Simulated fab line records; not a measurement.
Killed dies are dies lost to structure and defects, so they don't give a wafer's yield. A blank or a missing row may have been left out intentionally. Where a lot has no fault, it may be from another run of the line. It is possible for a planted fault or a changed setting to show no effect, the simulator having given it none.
Commonality check across tools    flow nand-harc    Sampled: 11 lots, 33 wafers

## WHY THIS WAS OPENED
On 3 of the 11 lots, a flag is raised at NHARC_A_M0_INSPECT_27 on the reading raw-defect-count. Wafers without a fault read 554, standard deviation 130.
Rule: a lot gets a flag if all its wafers with a number sit over 4 standard deviations from that mean, or if no wafer of it has a number. The other lots count as sound.

lot   measured      on                 raw-defect-count, wafer by wafer  flag
L244  day 22 20:01  defect-inspect-02  635 702 554                       
L245  day 23 12:49  defect-inspect-01  530 705 560                       
L250  day 25 18:14  defect-inspect-01  3187 3137 3082                    FLAGGED
L251  day 26 10:39  defect-inspect-02  3235 3058 3202                    FLAGGED
L253  day 26 22:48  defect-inspect-02  3054 2976 2994                    FLAGGED
L257  day 28 08:40  defect-inspect-01  569 610 508                       
L260  day 30 05:11  defect-inspect-02  552 567 488                       
L261  day 30 16:07  defect-inspect-01  456 526 604                       
L263  day 30 19:47  defect-inspect-01  605 385 632                       
L264  day 31 14:05  defect-inspect-01  645 545 390                       
L265  day 32 00:48  defect-inspect-01  723 959 585                       
The mean of the flagged lots' numbers is 3103, +2549 from the usual (+20 standard deviations).

## WHICH TOOL EACH LOT WENT THROUGH
The record holds 2 process steps before the reading, out of a route of 1302 steps. Cell contents, in order: the tool; ch with the chambers the sampled wafers went through; the start.
lot   flag     NHARC_A_M0_DESCUM_14                NHARC_A_M0_CMP_23
L244           rie-diel-11 ch 0,2,3, day 22 17:12  cmp-04 ch 0,1,3, day 22 19:35
L245           rie-diel-11 ch 0,1, day 23 10:21    cmp-02 ch 1,2, day 23 12:20
L250  FLAGGED  rie-diel-10 ch 0,2,3, day 25 15:47  cmp-04 ch 1,2,3, day 25 17:49
L251  FLAGGED  rie-diel-10 ch 0,2,3, day 26 08:11  cmp-04 ch 0,2,3, day 26 10:11
L253  FLAGGED  rie-diel-11 ch 0,1,2, day 26 20:02  cmp-04 ch 1,2,3, day 26 22:20
L257           rie-diel-01 ch 0,1, day 28 06:10    cmp-02 ch 0,3, day 28 08:13
L260           rie-diel-10 ch 0,3, day 30 02:43    cmp-01 ch 1,2,3, day 30 04:47
L261           rie-diel-11 ch 1,2,3, day 30 13:38  cmp-04 ch 0,2,3, day 30 15:38
L263           rie-diel-11 ch 0,2,3, day 30 17:20  cmp-02 ch 0,1, day 30 19:21
L264           rie-diel-11 ch 0,3, day 31 11:35    cmp-04 ch 0,1, day 31 13:38
L265           rie-diel-11 ch 0,2,3, day 31 22:20  cmp-01 ch 0,3, day 32 00:19
What these steps do:
- NHARC_A_M0_DESCUM_14: chemistry O2, time 3 s.
- NHARC_A_M0_CMP_23: polishes, t overpolish 20 s, target thk 113.75 nm.
- NHARC_A_M0_INSPECT_27

## FLAGGED OVER TOTAL, TOOL BY TOOL (the gauges that took the reading come last)
step                   tool               lots run  flagged  share of the flagged lots  sound lots run after its first flagged lot
NHARC_A_M0_DESCUM_14   rie-diel-01        1         0        none                       -
NHARC_A_M0_DESCUM_14   rie-diel-10        3         2        some                       1 (L260)
NHARC_A_M0_DESCUM_14   rie-diel-11        7         1        some                       4 (L261,L263,L264,L265)
NHARC_A_M0_CMP_23      cmp-01             2         0        none                       -
NHARC_A_M0_CMP_23      cmp-02             3         0        none                       -
NHARC_A_M0_CMP_23      cmp-04             6         3        all                        2 (L261,L264)
NHARC_A_M0_INSPECT_27  defect-inspect-01  7         1        some                       5 (L257,L261,L263,L264,L265)
NHARC_A_M0_INSPECT_27  defect-inspect-02  4         2        some                       1 (L260)

## WHAT THE TABLE ALLOWS
Rows of the table that ran each flagged lot: 1, that is cmp-04 at NHARC_A_M0_CMP_23.
- cmp-04 at NHARC_A_M0_CMP_23 ran 6 lots, 3 of them flagged. After the first flagged lot (L261, L264), sound lots still ran on it; a lasting fault on the whole tool would not permit that.
Every row of the table either missed a flagged lot or ran a sound lot after the first.

## WHAT HAD BEEN PUT IN BY THE SIMULATOR
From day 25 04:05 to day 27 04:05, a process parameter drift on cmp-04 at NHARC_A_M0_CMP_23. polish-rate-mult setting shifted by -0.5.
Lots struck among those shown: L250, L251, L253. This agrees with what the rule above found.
